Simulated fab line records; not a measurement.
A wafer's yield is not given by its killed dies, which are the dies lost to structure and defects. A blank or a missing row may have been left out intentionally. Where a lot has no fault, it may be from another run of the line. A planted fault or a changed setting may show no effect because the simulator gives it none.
A lot that was struck, set against a sound lot || flow n5_finfet || 15 out of 1938 route steps
Sound: wafers L802.2, L802.3, L802.4. Struck: wafer L804.6 (left out: L804.2, L804.3 of the same lot, which were not struck); the cause appears at the end.
Order at every step that has rows: each side's tool, ch and its chambers, its first start. Under that, the readings that differ: sound wafers || struck wafers || difference of the means || sigmas: that difference in standard deviations of wafers without a fault.
alike: same words and numbers on both sides, and readings whose means sit less than 2 such deviations apart. not compared: any withheld reading, any reading some wafer has no value for, any bound like >300 that may hide the same value, and any number with overlapping values for which the record gives no deviation.
Wherever a step has rows on one side only, a row that says differs or no value, or a row with sigmas, the two part there. Numbers that have no deviation but don't overlap get no sigmas and don't part them. Lack of a reading on every wafer of one side parts them only where that side has two or more wafers.

first, 3 steps without rows for these wafers: N5_BEOL_M15_SPUTTER_45 (material Cu, target thk 100 nm, time 16.67 s); N5_BEOL_M15_ECD_47 (material Cu, target thk 1860 nm); N5_BEOL_M15_ANNEAL_48 (time 90 s).
N5_BEOL_M15_CMP_49: polishes, stops on SiO2, t overpolish 4.9 s, target thk 850 nm.
  sound on cmp-01 ch 1,2,3, day 14 20:10; struck on cmp-03 ch 3, day 15 15:26
  alike: barrier_field_endpoint_s, motor_current_A, overpolish_run_s
N5_BEOL_M15_THK_MEAS_50: measures by xrf.
  sound on film_metro-01, day 14 20:28; struck on film_metro-01, day 15 15:44
  alike: M15_THK
then, 1 step without rows for these wafers: N5_BEOL_M15_PRE_CLEAN_52 (time 15 s).
N5_BEOL_M15_DEP_53: deposits SiCN from 3MS/NH3, target thk 50 nm, time 17.8 s.
  sound on pecvd-04 ch 0,1,2, day 14 20:31; struck on pecvd-02 ch 0, day 15 15:47
  alike: showerhead_plenum_p_Torr, throttle_valve_pct
N5_BEOL_M15_RS_MEAS_54: uses a four-point probe to measure.
  sound on film_metro-02, day 14 20:35; struck on film_metro-02, day 15 15:52
  alike: M15_RS
N5_BEOL_M15_INSPECT_55: inspects for defects (darkfield).
  sound on defect_inspect-02, day 14 20:37; struck on defect_inspect-01, day 15 15:53
  alike: raw_defect_count
N5_BEOL_M15_RC_MEAS_101:
  sound on prober-02 ch 0, day 14 20:47; struck on prober-02 ch 0, day 15 16:04
{"reading": "SERP_M11 (ohm/um)", "sound": "3.11 3.07 3.09", "struck": 3.33, "difference": "+0.24", "sigmas": "+3"}
{"reading": "SERP_M13 (ohm/um)", "sound": "0.327 0.310 0.311", "struck": 0.300, "difference": -0.016, "sigmas": -2}
{"reading": "SERP_M5 (ohm/um)", "sound": "38.0 38.8 40.8", "struck": 34.8, "difference": -4.4, "sigmas": -2}
  alike: COMB_M10, COMB_M11, COMB_M12, COMB_M12_max_site, COMB_M13, COMB_M14, COMB_M14_max_site, COMB_M15, COMB_M5, COMB_M5_max_site, COMB_M6, COMB_M7, COMB_M8, COMB_M9, SERP_M10, SERP_M12, SERP_M14, SERP_M14_max_site, SERP_M6, SERP_M7, SERP_M8, SERP_M9
N5_PASSIVATION_PECVD_00: deposits SiO2 from SiH4/N2O, target thk 200 nm, time 11.2 s.
  sound on pecvd-01 ch 0,1,2, day 14 21:36; struck on pecvd-04 ch 2, day 15 16:53
  alike: heater_power_w, showerhead_plenum_p_Torr, throttle_valve_pct
N5_MIM_BOT_DEGAS_01: time 60 s.
  sound on pvd_sputter-02, day 14 22:14; struck on pvd_sputter-02, day 15 19:07
  alike: heater_power_w
N5_MIM_BOT_SPUTTER_00: material TiN, target thk 35 nm, time 89.7 s.
  sound on pvd_sputter-02, day 14 22:17; struck on pvd_sputter-02, day 15 19:10
{"reading": "throttle_valve_pct (%)", "sound": "30.0 30.0 29.5", "struck": 31.1, "difference": "+1.3", "sigmas": "+2"}
{"reading": "model.TiN_of_MIM_BOT_SPUTTER_00.thk_nm (nm)", "sound": "35.6 34.8 34.8", "struck": 10.6, "difference": -24.5, "sigmas": ""}
N5_MIM_TOP_ALD_00: deposits Al2O3, purge time 3 s, co reactant pulse time 3 s.
  sound on ald_hk-02 ch 0,2,3, day 14 22:23; struck on ald_hk-01 ch 2, day 15 19:16
  alike: precursor_pulse_height_rel
N5_PASSIVATION_PROBE_49:
  sound on prober-02, day 15 09:38; struck on prober-01, day 16 11:49
{"reading": "defect_limited_yield (%)", "sound": "88.9 89.6 88.7", "struck": 92.3, "difference": "+3.2", "sigmas": "+2"}
{"reading": "killed_dies", "sound": "131 123 133", "struck": 91, "difference": -38, "sigmas": -2}
{"reading": "killed_short", "sound": "48 41 40", "struck": 25, "difference": -18, "sigmas": -2}
{"reading": "sort_bin_8_speed (%)", "sound": "0 15.3 0", "struck": 0, "difference": -5, "sigmas": -4}
{"reading": "sort_n_pass", "sound": "1049 877 1047", "struck": 1089, "difference": "+98", "sigmas": "+4"}
{"reading": "sort_yield_pct (%)", "sound": "88.9 74.3 88.7", "struck": 92.3, "difference": "+8.3", "sigmas": "+4"}
  alike: killed_at_M0_to_M3, killed_at_M4_up, killed_at_contacts, killed_at_front_end, killed_at_other, killed_open, sort_bin_4_leakage, sort_bin_5_function, sort_bin_6_memory

## WHERE THEY PART
Last at N5_PASSIVATION_PROBE_49 as far as this record goes, first at N5_BEOL_M15_RC_MEAS_101.

WHY: what had been put in by the simulator
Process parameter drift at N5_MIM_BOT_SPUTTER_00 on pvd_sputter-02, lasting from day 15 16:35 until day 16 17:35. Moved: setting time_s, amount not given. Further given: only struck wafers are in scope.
